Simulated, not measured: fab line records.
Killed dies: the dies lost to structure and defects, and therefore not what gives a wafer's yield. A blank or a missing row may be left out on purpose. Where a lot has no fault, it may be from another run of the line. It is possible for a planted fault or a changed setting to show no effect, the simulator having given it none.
Which tool is to blame? / flow nand harc / 11 lots, 33 wafers sampled, at 7 steps of a route of 1302

## WHAT EACH GAUGE READ, for each wafer
NHARC_A_ONON_D1_THK_MEAS_34: measures by ellipsometry. Usual: thk nm 200.3 nm, standard deviation 2.9.
lot=L550; measured=day 10 06:05; on=film metro-02; thk nm (nm)=200.3 195.3 196.1; flag=
lot=L553; measured=day 11 12:59; on=film metro-02; thk nm (nm)=200.3 200.7 199.6; flag=
lot=L556; measured=day 12 04:10; on=film metro-01; thk nm (nm)=196.6 203.3 201.5; flag=
lot=L558; measured=day 13 06:01; on=film metro-02; thk nm (nm)=202.2 199.9 205.6; flag=
lot=L559; measured=day 13 06:02; on=film metro-01; thk nm (nm)=198.2 197.8 202.3; flag=
lot=L557; measured=day 13 06:06; on=film metro-02; thk nm (nm)=198.0 200.9 201.7; flag=
lot=L565; measured=day 16 15:18; on=film metro-01; thk nm (nm)=198.3 197.7 206.1; flag=
lot=L567; measured=day 16 23:06; on=film metro-01; thk nm (nm)=197.7 199.5 198.5; flag=
lot=L566; measured=day 16 23:07; on=film metro-01; thk nm (nm)=199.1 201.5 201.5; flag=
lot=L569; measured=day 17 14:50; on=film metro-02; thk nm (nm)=198.0 200.6 198.8; flag=
lot=L568; measured=day 17 14:50; on=film metro-01; thk nm (nm)=199.6 196.3 200.5; flag=

NHARC_A_CHANNEL_HOLE_D1_CD_MEAS_10: target cd 100 nm. Usual: cd nm 99.8 nm, standard deviation 0.56.
lot=L550; measured=day 10 09:10; on=cd sem-02; cd nm (nm)=100.2 100.3 99.9; flag=
lot=L553; measured=day 11 19:02; on=cd sem-03; cd nm (nm)=99.5 99.8 99.5; flag=
lot=L556; measured=day 12 07:59; on=cd sem-03; cd nm (nm)=99.5 99.4 99.1; flag=
lot=L558; measured=day 13 09:05; on=cd sem-02; cd nm (nm)=100.1 99.9 99.6; flag=
lot=L559; measured=day 13 09:14; on=cd sem-03; cd nm (nm)=100.4 99.9 100.9; flag=
lot=L557; measured=day 13 10:28; on=cd sem-01; cd nm (nm)=100.3 100.1 100.7; flag=
lot=L565; measured=day 16 19:07; on=cd sem-01; cd nm (nm)=99.7 99.5 100.2; flag=
lot=L567; measured=day 17 01:45; on=cd sem-01; cd nm (nm)=99.4 99.3 98.9; flag=
lot=L566; measured=day 17 02:53; on=cd sem-01; cd nm (nm)=100.5 100.2 100.4; flag=
lot=L569; measured=day 17 17:28; on=cd sem-01; cd nm (nm)=99.5 99.4 99.0; flag=
lot=L568; measured=day 17 18:16; on=cd sem-03; cd nm (nm)=99.7 100.6 99.6; flag=

NHARC_A_CHANNEL_HOLE_D1_INSPECT_12. Usual: raw defect count 6.2, standard deviation 2.9.
lot=L550; measured=day 10 09:17; on=defect inspect-01; raw defect count=8 5 9; flag=
lot=L553; measured=day 11 19:09; on=defect inspect-02; raw defect count=6 4 9; flag=
lot=L556; measured=day 12 08:07; on=defect inspect-01; raw defect count=6 3 4; flag=
lot=L558; measured=day 13 09:13; on=defect inspect-02; raw defect count=399 435 490; flag=OFF
lot=L559; measured=day 13 09:22; on=defect inspect-01; raw defect count=10 3 4; flag=
lot=L557; measured=day 13 10:35; on=defect inspect-02; raw defect count=429 462 467; flag=OFF
lot=L565; measured=day 16 19:15; on=defect inspect-02; raw defect count=6 8 8; flag=
lot=L567; measured=day 17 01:52; on=defect inspect-02; raw defect count=9 2 7; flag=
lot=L566; measured=day 17 03:00; on=defect inspect-02; raw defect count=6 10 6; flag=
lot=L569; measured=day 17 17:35; on=defect inspect-01; raw defect count=3 4 7; flag=
lot=L568; measured=day 17 18:23; on=defect inspect-01; raw defect count=3 7 4; flag=

NHARC_A_CHANNEL_HOLE_D1_INSPECT_40. Usual: raw defect count 72, standard deviation 26.
lot=L550; measured=day 10 16:20; on=defect inspect-01; raw defect count=39 52 37; flag=
lot=L553; measured=day 12 02:07; on=defect inspect-02; raw defect count=73 90 99; flag=
lot=L556; measured=day 12 17:07; on=defect inspect-02; raw defect count=52 38 52; flag=
lot=L558; measured=day 14 01:12; on=defect inspect-01; raw defect count=471 532 590; flag=OFF
lot=L559; measured=day 13 16:25; on=defect inspect-02; raw defect count=95 95 89; flag=
lot=L557; measured=day 13 18:17; on=defect inspect-02; raw defect count=469 513 539; flag=OFF
lot=L565; measured=day 17 02:11; on=defect inspect-02; raw defect count=78 76 58; flag=
lot=L567; measured=day 17 14:39; on=defect inspect-02; raw defect count=62 83 85; flag=
lot=L566; measured=day 17 15:46; on=defect inspect-02; raw defect count=33 31 54; flag=
lot=L569; measured=day 18 00:32; on=defect inspect-01; raw defect count=33 37 36; flag=
lot=L568; measured=day 18 02:28; on=defect inspect-01; raw defect count=63 59 68; flag=

NHARC_END_SORT_01. Usual: killed at array 59, standard deviation 20; killed at other 0.8, standard deviation 1; killed at periphery 3.2, standard deviation 2.1; killed dies 63, standard deviation 21; killed open 3.0, standard deviation 1.9; killed short 2.3, standard deviation 1.5.
lot=L553; measured=day 27 21:18; on=prober-02; killed at array=56 57 56; killed at other=0 0 0; killed at periphery=9 7 4; killed dies=65 64 60; killed open=6 4 2; killed short=1 4 1; flag=
lot=L556; measured=day 28 06:17; on=prober-01; killed at array=34 42 37; killed at other=3 2 1; killed at periphery=6 4 2; killed dies=43 48 40; killed open=1 7 1; killed short=3 4 4; flag=
lot=L558; measured=day 29 06:05; on=prober-01; killed at array=156 143 150; killed at other=1 0 0; killed at periphery=1 0 3; killed dies=158 143 153; killed open=1 1 5; killed short=1 1 2; flag=OFF
lot=L557; measured=day 29 14:40; on=prober-01; killed at array=131 112 112; killed at other=0 0 2; killed at periphery=4 3 7; killed dies=135 115 121; killed open=5 2 2; killed short=2 1 1; flag=

## EACH LOT AND THE TOOL THAT RAN IT (in order: tool; ch and the chambers of the sampled wafers; start)
lot=L550; NHARC_A_CHANNEL_HOLE_D1_DEP_01=pecvd-01 ch 0,1, day 10 08:26; NHARC_A_CHANNEL_HOLE_D1_ETCH_20=har etch-01 ch 0,1, day 10 10:44
lot=L553; NHARC_A_CHANNEL_HOLE_D1_DEP_01=pecvd-02 ch 1,2, day 11 18:19; NHARC_A_CHANNEL_HOLE_D1_ETCH_20=har etch-02 ch 0,1, day 11 20:33
lot=L556; NHARC_A_CHANNEL_HOLE_D1_DEP_01=pecvd-01 ch 0,1,2, day 12 07:23; NHARC_A_CHANNEL_HOLE_D1_ETCH_20=har etch-01 ch 0,1, day 12 11:37
lot=L558; NHARC_A_CHANNEL_HOLE_D1_DEP_01=pecvd-01 ch 0,2, day 13 08:19; NHARC_A_CHANNEL_HOLE_D1_ETCH_20=har etch-02 ch 0, day 13 15:27
lot=L559; NHARC_A_CHANNEL_HOLE_D1_DEP_01=pecvd-02 ch 0,1, day 13 08:25; NHARC_A_CHANNEL_HOLE_D1_ETCH_20=har etch-02 ch 0,1, day 13 10:52
lot=L557; NHARC_A_CHANNEL_HOLE_D1_DEP_01=pecvd-01 ch 0,2, day 13 09:39; NHARC_A_CHANNEL_HOLE_D1_ETCH_20=har etch-01 ch 0,1, day 13 12:37
lot=L565; NHARC_A_CHANNEL_HOLE_D1_DEP_01=pecvd-01 ch 1,2, day 16 18:26; NHARC_A_CHANNEL_HOLE_D1_ETCH_20=har etch-01 ch 0,1, day 16 20:37
lot=L567; NHARC_A_CHANNEL_HOLE_D1_DEP_01=pecvd-03 ch 0,1,2, day 17 01:13; NHARC_A_CHANNEL_HOLE_D1_ETCH_20=har etch-01 ch 0,1, day 17 09:09
lot=L566; NHARC_A_CHANNEL_HOLE_D1_DEP_01=pecvd-01 ch 0,2, day 17 02:10; NHARC_A_CHANNEL_HOLE_D1_ETCH_20=har etch-02 ch 0,1, day 17 10:10
lot=L569; NHARC_A_CHANNEL_HOLE_D1_DEP_01=pecvd-01 ch 0,1, day 17 16:53; NHARC_A_CHANNEL_HOLE_D1_ETCH_20=har etch-02 ch 0, day 17 18:59
lot=L568; NHARC_A_CHANNEL_HOLE_D1_DEP_01=pecvd-02 ch 0,2, day 17 17:32; NHARC_A_CHANNEL_HOLE_D1_ETCH_20=har etch-01 ch 1, day 17 20:53
- NHARC_A_CHANNEL_HOLE_D1_DEP_01: deposits SiON, target thk 140 nm.
- NHARC_A_CHANNEL_HOLE_D1_ETCH_20: etches the open film in C4F8/O2/Ar, time 361.9 s, target depth 1600 nm.

## AS READ BY THE TOOLS THEMSELVES (means over the sampled wafers that have a number; for cases with no such wafer, the mark the record gives instead)
NHARC_A_CHANNEL_HOLE_D1_DEP_01. Usual: heater power w 766 W, standard deviation 90.
lot=L550; tool=pecvd-01; heater power w (W)=699; flag=
lot=L553; tool=pecvd-02; heater power w (W)=829; flag=
lot=L556; tool=pecvd-01; heater power w (W)=712; flag=
lot=L558; tool=pecvd-01; heater power w (W)=717; flag=
lot=L559; tool=pecvd-02; heater power w (W)=676; flag=
lot=L557; tool=pecvd-01; heater power w (W)=676; flag=
lot=L565; tool=pecvd-01; heater power w (W)=728; flag=
lot=L567; tool=pecvd-03; heater power w (W)=752; flag=
lot=L566; tool=pecvd-01; heater power w (W)=655; flag=
lot=L569; tool=pecvd-01; heater power w (W)=734; flag=
lot=L568; tool=pecvd-02; heater power w (W)=830; flag=

NHARC_A_CHANNEL_HOLE_D1_ETCH_20. Usual: drypump motor current A 5.83 A, standard deviation 0.18; o2 flow sccm 35.70 sccm, standard deviation 0.1; showerhead plenum p Torr 3.59 Torr, standard deviation 0.15; temp c -20.01 C, standard deviation 0.11; throttle valve pct 32.155 %, standard deviation 0.0089.
lot=L550; tool=har etch-01; drypump motor current A (A)=5.78; o2 flow sccm (sccm)=35.72; showerhead plenum p Torr (Torr)=3.57; temp c (C)=-20.20; throttle valve pct (%)=32.163; flag=
lot=L553; tool=har etch-02; drypump motor current A (A)=5.90; o2 flow sccm (sccm)=35.72; showerhead plenum p Torr (Torr)=3.46; temp c (C)=-20.07; throttle valve pct (%)=32.148; flag=
lot=L556; tool=har etch-01; drypump motor current A (A)=5.92; o2 flow sccm (sccm)=35.66; showerhead plenum p Torr (Torr)=3.52; temp c (C)=-20.00; throttle valve pct (%)=32.151; flag=
lot=L558; tool=har etch-02; drypump motor current A (A)=5.71; o2 flow sccm (sccm)=35.68; showerhead plenum p Torr (Torr)=3.57; temp c (C)=-19.99; throttle valve pct (%)=32.155; flag=
lot=L559; tool=har etch-02; drypump motor current A (A)=5.88; o2 flow sccm (sccm)=35.76; showerhead plenum p Torr (Torr)=3.45; temp c (C)=-20.03; throttle valve pct (%)=32.163; flag=
lot=L557; tool=har etch-01; drypump motor current A (A)=5.91; o2 flow sccm (sccm)=35.85; showerhead plenum p Torr (Torr)=3.51; temp c (C)=-19.94; throttle valve pct (%)=32.155; flag=
lot=L565; tool=har etch-01; drypump motor current A (A)=5.76; o2 flow sccm (sccm)=35.71; showerhead plenum p Torr (Torr)=3.52; temp c (C)=-19.92; throttle valve pct (%)=32.158; flag=
lot=L567; tool=har etch-01; drypump motor current A (A)=5.91; o2 flow sccm (sccm)=35.69; showerhead plenum p Torr (Torr)=3.48; temp c (C)=-19.91; throttle valve pct (%)=32.149; flag=
lot=L566; tool=har etch-02; drypump motor current A (A)=5.90; o2 flow sccm (sccm)=35.63; showerhead plenum p Torr (Torr)=3.92; temp c (C)=-20.02; throttle valve pct (%)=32.152; flag=
lot=L569; tool=har etch-02; drypump motor current A (A)=5.71; o2 flow sccm (sccm)=35.63; showerhead plenum p Torr (Torr)=3.93; temp c (C)=-20.02; throttle valve pct (%)=32.155; flag=
lot=L568; tool=har etch-01; drypump motor current A (A)=5.64; o2 flow sccm (sccm)=35.63; showerhead plenum p Torr (Torr)=3.53; temp c (C)=-20.02; throttle valve pct (%)=32.154; flag=

## THE ANSWER, worked out from the rows above alone
Rule: lot off if the mean of its wafers having a number is beyond 3 standard deviations from the usual mean. A lot without any number at a reading at which 4 lots or more have one is off too. Where the step has rows for the other lots, those lots are counted as sound. Order of review: gauges by route order, followed by the tools' own readings, for which a lot's mean as printed above is used. At the first step where some lot is off, the reading lying furthest off is the one used; lots without a number count as furthest.
Off, at NHARC_A_CHANNEL_HOLE_D1_INSPECT_12 on raw defect count: L558, L557.
A tool fits if, at a process step before that reading, it ran every lot that is off, and no sound lot after the first of them. The gauges at NHARC_A_CHANNEL_HOLE_D1_INSPECT_12 are tried like those tools. Not one of the candidates tried fits.

## WHAT THE SIMULATOR HAD PUT IN
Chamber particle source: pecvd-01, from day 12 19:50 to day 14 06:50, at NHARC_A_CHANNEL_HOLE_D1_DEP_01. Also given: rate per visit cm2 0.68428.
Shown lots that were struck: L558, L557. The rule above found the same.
